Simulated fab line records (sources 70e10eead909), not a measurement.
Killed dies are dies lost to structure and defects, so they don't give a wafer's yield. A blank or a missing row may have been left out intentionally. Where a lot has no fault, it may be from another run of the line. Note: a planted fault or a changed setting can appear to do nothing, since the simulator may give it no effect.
Matching of chambers :: flow nand-harc :: NHARC_A_STAIRCASE_TRIM_12 on rie-diel-12: 4 sister chambers
The step chemistry O2, time 211.2 s. 18 wafers are shown with their chamber, then 9 later ones without.

## WAFERS WITH THEIR CHAMBER
wafer: L074.1
chamber: 0
drypump-motor-current-A (A): 5.6
showerhead-plenum-p-Torr (Torr): 3.35
rf-vpp-V (V): 56.3

wafer: L074.5
chamber: 2
drypump-motor-current-A (A): 6.0
showerhead-plenum-p-Torr (Torr): 3.65
rf-vpp-V (V): 58.4

wafer: L074.6
chamber: 3
drypump-motor-current-A (A): 5.9
showerhead-plenum-p-Torr (Torr): 3.55
rf-vpp-V (V): 57.6

wafer: L076.1
chamber: 0
drypump-motor-current-A (A): 5.6
showerhead-plenum-p-Torr (Torr): 3.35
rf-vpp-V (V): 56.8

wafer: L076.3
chamber: 3
drypump-motor-current-A (A): 5.9
showerhead-plenum-p-Torr (Torr): 3.54
rf-vpp-V (V): 57.1

wafer: L076.6
chamber: 2
drypump-motor-current-A (A): 6.0
showerhead-plenum-p-Torr (Torr): 3.65
rf-vpp-V (V): 58.6

wafer: L078.1
chamber: 3
drypump-motor-current-A (A): 5.9
showerhead-plenum-p-Torr (Torr): 3.54
rf-vpp-V (V): 58.9

wafer: L078.2
chamber: 1
drypump-motor-current-A (A): 5.4
showerhead-plenum-p-Torr (Torr): 3.31
rf-vpp-V (V): 56.6

wafer: L078.6
chamber: 1
drypump-motor-current-A (A): 5.4
showerhead-plenum-p-Torr (Torr): 3.31
rf-vpp-V (V): 57.1

wafer: L080.1
chamber: 3
drypump-motor-current-A (A): 5.9
showerhead-plenum-p-Torr (Torr): 3.53
rf-vpp-V (V): 56.9

wafer: L080.2
chamber: 1
drypump-motor-current-A (A): 5.5
showerhead-plenum-p-Torr (Torr): 3.30
rf-vpp-V (V): 58.2

wafer: L080.4
chamber: 3
drypump-motor-current-A (A): 5.9
showerhead-plenum-p-Torr (Torr): 3.53
rf-vpp-V (V): 57.7

wafer: L084.3
chamber: 1
drypump-motor-current-A (A): 5.5
showerhead-plenum-p-Torr (Torr): 3.30
rf-vpp-V (V): 56.9

wafer: L084.5
chamber: 0
drypump-motor-current-A (A): 5.6
showerhead-plenum-p-Torr (Torr): 3.33
rf-vpp-V (V): 57.2

wafer: L084.6
chamber: 3
drypump-motor-current-A (A): 5.9
showerhead-plenum-p-Torr (Torr): 3.53
rf-vpp-V (V): 59.0

wafer: L088.1
chamber: 2
drypump-motor-current-A (A): 6.0
showerhead-plenum-p-Torr (Torr): 3.63
rf-vpp-V (V): 57.3

wafer: L088.2
chamber: 3
drypump-motor-current-A (A): 5.9
showerhead-plenum-p-Torr (Torr): 3.52
rf-vpp-V (V): 57.3

wafer: L088.3
chamber: 0
drypump-motor-current-A (A): 5.6
showerhead-plenum-p-Torr (Torr): 3.32
rf-vpp-V (V): 57.0

SIGNATURES (averages over the wafers above)
reading: drypump-motor-current-A
chamber 0: 5.600
chamber 1: 5.450
chamber 2: 6.000
chamber 3: 5.900
scatter within a chamber: 0.0267

reading: showerhead-plenum-p-Torr
chamber 0: 3.3375
chamber 1: 3.3050
chamber 2: 3.6433
chamber 3: 3.5343
scatter within a chamber: 0.0107

reading: rf-vpp-V
chamber 0: 56.825
chamber 1: 57.200
chamber 2: 58.100
chamber 3: 57.786
scatter within a chamber: 0.714
Rule: for a wafer and a chamber, the distance is found by dividing, reading by reading, the gap between the wafer's reading and the chamber's mean by the reading's scatter, squaring, summing and taking the root. The wafer belongs to the nearest chamber; if the next one is less than 2 further off, it can't be placed. How the scatter is found: for the shown wafers, subtract from each reading the mean of its chamber, square and add these, divide the total by (wafers less chambers), then take the root.

## WAFERS MISSING THEIR CHAMBER
wafer: L089.3
drypump-motor-current-A (A): 5.9
showerhead-plenum-p-Torr (Torr): 3.52
rf-vpp-V (V): 57.2

wafer: L089.5
drypump-motor-current-A (A): 6.0
showerhead-plenum-p-Torr (Torr): 3.63
rf-vpp-V (V): 57.8

wafer: L089.6
drypump-motor-current-A (A): 5.5
showerhead-plenum-p-Torr (Torr): 3.29
rf-vpp-V (V): 56.9

wafer: L092.3
drypump-motor-current-A (A): 5.6
showerhead-plenum-p-Torr (Torr): 3.32
rf-vpp-V (V): 57.6

wafer: L092.4
drypump-motor-current-A (A): 5.9
showerhead-plenum-p-Torr (Torr): 3.52
rf-vpp-V (V): 58.5

wafer: L092.6
drypump-motor-current-A (A): 5.6
showerhead-plenum-p-Torr (Torr): 3.32
rf-vpp-V (V): 58.6

wafer: L094.1
drypump-motor-current-A (A): 5.5
showerhead-plenum-p-Torr (Torr): 3.28
rf-vpp-V (V): 56.4

wafer: L094.2
drypump-motor-current-A (A): 6.0
showerhead-plenum-p-Torr (Torr): 3.62
rf-vpp-V (V): 59.1

wafer: L094.5
drypump-motor-current-A (A): 6.0
showerhead-plenum-p-Torr (Torr): 3.62
rf-vpp-V (V): 56.8

## EACH ONE'S CHAMBER
wafer: L089.3
from the rows above: 3
in truth: 3

wafer: L089.5
from the rows above: 2
in truth: 2

wafer: L089.6
from the rows above: 1
in truth: 1

wafer: L092.3
from the rows above: 0
in truth: 0

wafer: L092.4
from the rows above: 3
in truth: 3

wafer: L092.6
from the rows above: 0
in truth: 0

wafer: L094.1
from the rows above: 1
in truth: 1

wafer: L094.2
from the rows above: 2
in truth: 2

wafer: L094.5
from the rows above: 2
in truth: 2
Correctly placed: 9 of 9. From these rows, 0 cannot be placed. 0 placed wrongly.
